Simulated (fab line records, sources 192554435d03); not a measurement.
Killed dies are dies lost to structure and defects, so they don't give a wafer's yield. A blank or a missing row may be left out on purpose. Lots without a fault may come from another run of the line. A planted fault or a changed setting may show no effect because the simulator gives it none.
Split-lot experiment | flow n5_finfet | 7 lots, 21 wafers read, on a route of 1938 steps

THE SPLIT
At N5_GATE_CUT_ETCH_58 (etches SiNx in CH3F/O2, target depth 17 nm, time 128.6 s), the setting time_s was moved away from the recipe's 128.6 s on 8 of the 21 wafers read, by -14.5% to +19.8%. The other wafers ran this setting at the recipe's value.

The reading is taken at the split's own step.

THE READING
SiNx_of_SDB_ALD_29.thk_nm (the simulator's own value, which no gauge read), in nm, at N5_GATE_CUT_ETCH_58 (etches SiNx in CH3F/O2, target depth 17 nm, time 128.6 s). The file gives no usual value for it. The 13 wafers here that ran the recipe average 24.5 nm, standard deviation 0.092 nm.

wafer  | tool, chamber at the split | time_s as run, s | against the recipe | SiNx_of_SDB_ALD_29.thk_nm, nm | against lot-mates on the recipe
L074.3 | rie_diel-01, 3             | 151.2            | +17.6%             | 24                            | -0.5
L074.5 | rie_diel-01, 3             | 128.6            | recipe             | 24.4                          | -
L074.6 | rie_diel-01, 2             | 128.6            | recipe             | 24.6                          | -
L076.1 | rie_diel-01, 3             | 128.6            | recipe             | 24.6                          | -
L076.4 | rie_diel-01, 3             | 128.6            | recipe             | 24.4                          | -
L076.6 | rie_diel-01, 2             | 128.6            | recipe             | 24.6                          | -
L079.1 | rie_diel-04, 1             | 128.6            | recipe             | 24.6                          | -
L079.6 | rie_diel-04, 1             | 128.6            | recipe             | 24.6                          | -
L079.2 | rie_diel-04, 3             | 128.6            | recipe             | 24.6                          | -
L082.4 | rie_diel-04, 0             | 154.1            | +19.8%             | 24.2                          | -0.4
L082.5 | rie_diel-04, 3             | 128.6            | recipe             | 24.6                          | -
L082.6 | rie_diel-04, 1             | 154.1            | +19.8%             | 24                            | -0.6
L085.4 | rie_diel-01, 0             | 128.6            | recipe             | 24.4                          | -
L085.5 | rie_diel-01, 3             | 128.6            | recipe             | 24.4                          | -
L085.6 | rie_diel-01, 2             | 109.9            | -14.5%             | 25                            | +0.6
L087.1 | rie_diel-04, 3             | 128.6            | recipe             | 24.6                          | -
L087.2 | rie_diel-04, 1             | 137.4            | +6.8%              | 24.4                          | -0.2
L087.4 | rie_diel-04, 1             | 137.4            | +6.8%              | 24.4                          | -0.2
L090.2 | rie_diel-03, 3             | 142.9            | +11.1%             | 24.2                          | -0.4
L090.5 | rie_diel-03, 2             | 142.9            | +11.1%             | 24.2                          | -0.4
L090.6 | rie_diel-03, 0             | 128.6            | recipe             | 24.6                          | -

THE FIT
A straight line over all 21 wafers: SiNx_of_SDB_ALD_29.thk_nm changes by -0.0265 nm for each +1% of time_s; r = -0.92; the points scatter about the line by 0.093 nm.
The same after taking each lot's own level away (the mean of its wafers on the recipe; 21 wafers): -0.0304 nm for each +1%; r = -0.96; scatter 0.079 nm.
On that fit, the largest move of time_s shifts the reading by 0.6 nm.
The lots' own levels span 24.40 to 24.60 nm, that is 2.2 times the standard deviation above.
So the lot-to-lot level changes the slope: the two fits differ.
Check: with one of the wafers moved furthest among these (+19.8%) left out of the fit, the line predicts -0.648 nm for it against its lot-mates. It came out at -0.4 nm against them.

OTHER SPLITS ON THESE WAFERS
These wafers also went through other splits before the reading. Each is held against what the fit with the lots' levels taken away leaves over:
other split on the same wafers          | wafers away from the commonest value | r with SiNx_of_SDB_ALD_29.thk_nm (lot level and that fit taken away)
N5_ZERO_LAYER_EXPOSE_08 dose_mj         | 10                                   | +0.20
N5_ZERO_LAYER_DEVELOP_10 develop_time_s | 6                                    | -0.41
N5_WELL_APT_PEB_06 peb_time_s           | 9                                    | +0.01
N5_WELL_APT_DESCUM_13 time_s            | 7                                    | +0.12
N5_FIN_SAQP_SPACER1_ALD_24 ald_cycles   | 8                                    | -0.02
N5_STI_FIN_REVEAL_ETCHBACK_08 time_s    | 5                                    | +0.05
N5_STI_FIN_REVEAL_PRECLEAN_17 time_s    | 8                                    | -0.16
N5_DUMMY_GATE_COAT_28 spin_rpm          | 6                                    | -0.27
N5_SDB_EXPOSE_08 dose_mj                | 10                                   | -0.55
N5_SDB_ETCH_17 bias_w                   | 7                                    | +0.21
N5_HKMG_FIN_ETCH_54 source_w            | 7                                    | -0.18

THE WHOLE CHAIN: every reading that the file lists as answering this split, in the file's order
step                | what it does                                             | reading                                                                    | change (the file's fit)                | r (the file's)
N5_GATE_CUT_ETCH_58 | etches SiNx in CH3F/O2, target depth 17 nm, time 128.6 s | etch.depth_nm (the simulator's own value, which no gauge read)             | +0.179 nm for each +1% of the setting  | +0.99
N5_GATE_CUT_ETCH_58 | etches SiNx in CH3F/O2, target depth 17 nm, time 128.6 s | SiNx_of_SDB_ALD_29.thk_nm (the simulator's own value, which no gauge read) | -0.0307 nm for each +1% of the setting | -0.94

THE FILE'S OWN FIT
SiNx_of_SDB_ALD_29.thk_nm changes by -0.0307 nm for each +1% of time_s, r = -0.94.
